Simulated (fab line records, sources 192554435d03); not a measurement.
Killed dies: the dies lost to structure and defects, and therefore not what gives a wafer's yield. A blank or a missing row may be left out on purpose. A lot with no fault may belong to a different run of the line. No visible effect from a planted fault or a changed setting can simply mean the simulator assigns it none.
Which of the tools did it? | flow n5 finfet | Sampling: 11 lots, 33 wafers, 5 of 1938 route steps

== WHAT THE GAUGES SHOWED, per wafer ==
N5_SD_EPI_N_OVL_MEAS_10.
lot  | measured    | on         | SD_N_BLK_OVL (nm)
L882 | day 3 07:46 | overlay-02 | -0.8 -2.1 -1.8
L886 | day 4 06:30 | overlay-02 | 0.8 -0.2 -0.8
L887 | day 4 11:14 | overlay-02 | -0.3 -1.3 -0.9
L888 | day 4 23:15 | overlay-02 | -0.5 -0.7 -0.3
L889 | day 5 05:14 | overlay-01 | -0.1 -1.3 -0.3
L894 | day 6 10:55 | overlay-02 | -1.1 -1.6 -0.4
L897 | day 6 23:17 | overlay-01 | -0.2 -0.6 0.4
L898 | day 7 05:07 | overlay-02 | -1.6 -1.2 -1.4
L901 | day 8 02:52 | overlay-02 | 0.5 -0.5 0.5
L902 | day 8 14:31 | overlay-02 | -0.2 -1.1 -0.5
L903 | day 8 16:41 | overlay-01 | -0.3 0.6 -0.5

N5_SD_EPI_N_INSPECT_11: inspects for defects (macro).
lot  | measured    | on                | raw defect count
L882 | day 3 07:47 | defect inspect-01 | 1 2 3
L886 | day 4 06:32 | defect inspect-02 | 2 3 3
L887 | day 4 11:16 | defect inspect-02 | 3 2 1
L888 | day 4 23:17 | defect inspect-01 | 0 3 2
L889 | day 5 05:16 | defect inspect-02 | 4 4 6
L894 | day 6 10:56 | defect inspect-02 | 1 0 2
L897 | day 6 23:19 | defect inspect-02 | 25 1 1
L898 | day 7 05:08 | defect inspect-02 | 1 2 3
L901 | day 8 02:54 | defect inspect-02 | 25 1 1
L902 | day 8 14:32 | defect inspect-02 | 1 0 2
L903 | day 8 16:43 | defect inspect-02 | 2 0 3

== TOOL THAT RAN EACH LOT (tool first, then ch and the chambers of the sampled wafers, then the start) ==
lot  | N5_DUMMY_GATE_PECVD_30         | N5_DUMMY_GATE_ETCH_37             | N5_DUMMY_GATE_STRIP_40
L882 | pecvd-01 ch 0,1,2, day 3 04:58 | rie diel-01 ch 0,1,3, day 3 05:34 | rie diel-01 ch 0,3, day 3 05:45
L886 | pecvd-04 ch 0,1, day 4 03:37   | rie diel-06 ch 2,3, day 4 04:16   | rie diel-06 ch 0,1,3, day 4 04:37
L887 | pecvd-02 ch 0,1,2, day 4 08:43 | rie diel-03 ch 0,2,3, day 4 09:18 | rie diel-03 ch 0,2,3, day 4 09:29
L888 | pecvd-02 ch 0,1,2, day 4 17:32 | rie diel-03 ch 1,3, day 4 18:07   | rie diel-06 ch 0,1,2, day 4 18:18
L889 | pecvd-01 ch 0,1,2, day 5 01:53 | rie diel-03 ch 2,3, day 5 02:37   | rie diel-01 ch 0,3, day 5 02:47
L894 | pecvd-04 ch 0,1,2, day 6 08:02 | rie diel-06 ch 0,2,3, day 6 08:49 | rie diel-06 ch 0,1,3, day 6 08:59
L897 | pecvd-02 ch 0,2, day 6 20:24   | rie diel-03 ch 0,3, day 6 21:01   | rie diel-06 ch 0,1, day 6 21:16
L898 | pecvd-04 ch 0,1,2, day 7 02:34 | rie diel-01 ch 0,3, day 7 03:10   | rie diel-06 ch 1,2, day 7 03:23
L901 | pecvd-02 ch 0,1,2, day 8 00:13 | rie diel-06 ch 0,1,2, day 8 00:49 | rie diel-06 ch 0,2,3, day 8 01:01
L902 | pecvd-01 ch 0,1,2, day 8 10:32 | rie diel-06 ch 1,2,3, day 8 11:15 | rie diel-03 ch 0,1,2, day 8 11:26
L903 | pecvd-01 ch 1,2, day 8 13:52   | rie diel-01 ch 0,2,3, day 8 14:38 | rie diel-06 ch 1,2, day 8 14:49
- N5_DUMMY_GATE_PECVD_30: deposits SiO2 from TEOS/O2, target thk 55 nm, time 10.8 s.
- N5_DUMMY_GATE_ETCH_37: etches SOC in N2/H2, target depth 60 nm, overetch 30 nm.
- N5_DUMMY_GATE_STRIP_40: strips in CF4.

== AS READ BY THE TOOLS THEMSELVES (means over the sampled wafers that have a number; for cases with no such wafer, the mark the record gives instead) ==
N5_DUMMY_GATE_PECVD_30.
lot  | tool     | susceptor temp C (C)
L882 | pecvd-01 | 399.94
L886 | pecvd-04 | 400.01
L887 | pecvd-02 | 399.77
L888 | pecvd-02 | 400.01
L889 | pecvd-01 | 400.13
L894 | pecvd-04 | 400.39
L897 | pecvd-02 | 400.12
L898 | pecvd-04 | 400.02
L901 | pecvd-02 | 400.01
L902 | pecvd-01 | 399.92
L903 | pecvd-01 | 400.11

N5_DUMMY_GATE_ETCH_37.
lot  | tool        | drypump motor current A (A) | oes product au (a.u.) | rf vpp V (V) | showerhead plenum p Torr (Torr) | throttle valve pct (%)
L882 | rie diel-01 | 5.5                         | 0.59                  | 525.4        | 2.58                            | 18.17
L886 | rie diel-06 | 5.8                         | 0.61                  | 520.0        | 2.40                            | 17.77
L887 | rie diel-03 | 5.9                         | 0.61                  | 525.9        | 2.59                            | 17.84
L888 | rie diel-03 | 6.1                         | 0.61                  | 522.2        | 2.46                            | 17.71
L889 | rie diel-03 | 6.0                         | 0.62                  | 523.6        | 2.53                            | 17.67
L894 | rie diel-06 | 6.0                         | 0.59                  | 520.5        | 2.43                            | 17.77
L897 | rie diel-03 | 5.8                         | 0.62                  | 523.0        | 2.54                            | 17.76
L898 | rie diel-01 | 5.4                         | 0.60                  | 523.7        | 2.57                            | 18.33
L901 | rie diel-06 | 6.2                         | 0.61                  | 523.1        | 2.54                            | 17.86
L902 | rie diel-06 | 6.0                         | 0.61                  | 523.1        | 2.51                            | 17.87
L903 | rie diel-01 | 5.4                         | 0.58                  | 524.4        | 2.58                            | 18.19

N5_DUMMY_GATE_STRIP_40.
lot  | tool        | drypump motor current A (A) | oes product au (a.u.) | rf vpp V (V) | showerhead plenum p Torr (Torr) | throttle valve pct (%)
L882 | rie diel-01 | 5.4                         | 0.77                  | 271.4        | 1.83                            | 13.9
L886 | rie diel-06 | 6.3                         | 0.83                  | 272.0        | 1.76                            | 13.3
L887 | rie diel-03 | 5.9                         | 0.76                  | 271.9        | 1.83                            | 13.6
L888 | rie diel-06 | 6.2                         | 0.80                  | 271.0        | 1.79                            | 13.5
L889 | rie diel-01 | 5.4                         | 0.76                  | 272.1        | 1.82                            | 13.9
L894 | rie diel-06 | 6.3                         | 0.81                  | 270.8        | 1.75                            | 13.3
L897 | rie diel-06 | 6.5                         | 0.79                  | 269.6        | 1.77                            | 13.3
L898 | rie diel-06 | 6.2                         | 0.82                  | 272.6        | 1.84                            | 13.6
L901 | rie diel-06 | 6.0                         | 0.73                  | 270.0        | 1.71                            | 13.6
L902 | rie diel-03 | 6.2                         | 0.71                  | 271.4        | 1.82                            | 13.9
L903 | rie diel-06 | 6.2                         | 0.81                  | 273.0        | 1.84                            | 13.6

== THE ANSWER, worked out from the rows above alone ==
Rule: usual is defined by the lots themselves. The widest of any qualifying gaps counts: lots, ordered by their means at a reading, are off when they make up no more than a third of the lots, leave a main group of 4 or more, and stand apart from it by 3 or more times the standard deviation of that group's means. A main group is skipped when, at the precision printed for the reading in the tables above, its means are all equal. A lot without any number at a reading at which 4 lots or more have one is off too. The other lots that the step has rows for count as sound. Order of review: gauges by route order, followed by the tools' own readings, for which a lot's mean as printed above is used. The first step at which some lot is off is used, and at that step the reading that is off furthest; a lot without a number counts as furthest.
Off: L897, L901 (N5_SD_EPI_N_INSPECT_11, raw defect count). The main group has a mean of 2.1 with a standard deviation of 1.
A tool fits if, at a process step before that reading, it ran every lot that is off, and no sound lot after the first of them. The gauges at N5_SD_EPI_N_INSPECT_11 are tried like those tools. One fits: pecvd-02 at N5_DUMMY_GATE_PECVD_30. A fault onset in the window from L888 (day 4 17:32, its last sound lot) to L897 (day 6 20:24, its first lot off) fits.

== WHAT THE SIMULATOR HAD INSERTED ==
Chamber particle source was pecvd-02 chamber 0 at N5_DUMMY_GATE_PECVD_30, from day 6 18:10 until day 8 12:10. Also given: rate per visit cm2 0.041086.
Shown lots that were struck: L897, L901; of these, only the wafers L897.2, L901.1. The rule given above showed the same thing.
